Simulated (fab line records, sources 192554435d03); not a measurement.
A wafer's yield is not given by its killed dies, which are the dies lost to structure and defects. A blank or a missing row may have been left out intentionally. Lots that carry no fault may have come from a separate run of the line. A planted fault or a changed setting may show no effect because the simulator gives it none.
Problem report, 8D (eight disciplines) form, completed by code + flow n5-finfet + the parts of the form that need people (team, actions taken, sign-off) are left out

1. THE PROBLEM
Wafers without a fault read 16.76 nm, standard deviation 0.25; cd-nm at N5_BEOL_M2_CD_MEAS_11 reads a mean of 18.41 nm on 6 wafers belonging to 2 lots. That puts it +6.6 standard deviations away from the usual mean.
The step: target cd 16.79 nm.
First seen on wafer L772.1, day 8 14:14, on cd-sem-03. The record holds 27 wafers of 9 lots with a number at this step. By rule, "out" or "out of limits" means more than 4 standard deviations away from the usual mean. Any other wafer with a number is counted as sound.

2. WHAT IT IS, WHAT IT ISN'T
| question                    | is                     | is not                                                                                      |
|-----------------------------|------------------------|---------------------------------------------------------------------------------------------|
| which readings at this step | cd-nm                  | -                                                                                           |
| which lots                  | L772, L774             | L766, L769, L773, L777, L779, L781, L783                                                    |
| which wafers of those lots  | all that have a number | -                                                                                           |
| read on which gauges        | cd-sem-03              | cd-sem-01, cd-sem-02                                                                        |
| when                        | from day 8 14:14       | up to then (6 sound wafers); but 15 sound wafers of L773, L777, L779, L781, L783 came after |

3. THE SUSPECTS, EACH WITH WHAT RULES IT OUT
Counting: a tool at a process step up to the reading stays a suspect if it ran every lot that is out and no sound lot after the first of them.
- the gauge at N5_BEOL_M2_CD_MEAS_11 has been ruled out. All the wafers that are out were read on cd-sem-03, but those of them that N5_BEOL_M2_EXPOSE_08 has rows for are out there too, on other tools.
- euv-scanner-01 at N5_BEOL_M2_EXPOSE_08 (exposes mask M2): kept. Every lot that is out went through it, starting with L772 (day 8 14:07), and after that it ran no sound lot; the last sound lot it ran before then is L769 (day 7 09:02). Out on those wafers are its own readings of exposure-dose-mJ-cm2.
Remaining after the count: euv-scanner-01 at N5_BEOL_M2_EXPOSE_08.

4. THE CAUSE (what the simulator had put in)
Process parameter drift: euv-scanner-01, from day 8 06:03 on, at N5_BEOL_M2_EXPOSE_08. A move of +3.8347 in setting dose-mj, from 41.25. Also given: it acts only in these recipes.
After counting, this tool was the only one left.

5. THE CHAIN OF EFFECTS, in route order
Rows list readings where the struck wafers' mean (over those with a number) sits beyond 3 standard deviations from the usual. Scope: only readings with a usual standard deviation given in the record; hours: median across lots of the time from each lot's start at the first step in this table that gives one to its start at this step; sigmas: change in usual standard deviations.
| hours | step                    | reading              | usual    | on struck wafers | change | sigmas |
|-------|-------------------------|----------------------|----------|------------------|--------|--------|
| 0     | N5_BEOL_M2_EXPOSE_08    | exposure-dose-mJ-cm2 | 41.17    | 44.60            | +3.43  | +64    |
| 0     | N5_BEOL_M2_CD_MEAS_11   | cd-nm                | 16.76 nm | 18.41            | +1.65  | +6.6   |
| 1     | N5_BEOL_M2_CD_MEAS_18   | cd-nm                | 17.89 nm | 19.41            | +1.52  | +5.1   |
| 176   | N5_PASSIVATION_PROBE_49 | defect-limited-yield | 91.0 %   | 0.1              | -90.9  | -61    |
| 176   | N5_PASSIVATION_PROBE_49 | killed_at_M0_to_M3   | 37       | 1113             | +1076  | +90    |
| 176   | N5_PASSIVATION_PROBE_49 | killed-dies          | 106      | 1179             | +1073  | +63    |
| 176   | N5_PASSIVATION_PROBE_49 | killed-on-rim        | 13       | 152              | +139   | +33    |
| 176   | N5_PASSIVATION_PROBE_49 | sort_bin_5_function  | 5.3 %    | 41.1             | +35.8  | +36    |
| 176   | N5_PASSIVATION_PROBE_49 | sort-n-pass          | 1074     | 1                | -1073  | -63    |
| 176   | N5_PASSIVATION_PROBE_49 | sort-yield-pct       | 91.0 %   | 0.1              | -90.9  | -61    |
Here are the process steps it includes:
- N5_BEOL_M2_EXPOSE_08: exposes mask M2.
- N5_PASSIVATION_PROBE_49
At these later measuring or inspecting steps, every struck wafer for which the step has a row has a number for every such reading, and none has moved that far: N5_BEOL_M2_INSPECT_13.

6. WHAT WOULD HAVE CAUGHT IT SOONER
The first out-of-limits reading at a measuring or inspecting step in this record came at day 8 14:14, 8 hours after the fault's start at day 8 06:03.
At N5_BEOL_M2_EXPOSE_08, the tool's own readings (exposure-dose-mJ-cm2) were out on each struck wafer the step has a row for, so an alarm limit on them would have fired on the first such wafer.
Of the lots that are out (2), L774 began N5_BEOL_M2_EXPOSE_08 on euv-scanner-01 after day 8 14:14. Had the tool been put on hold then, it would have been spared.
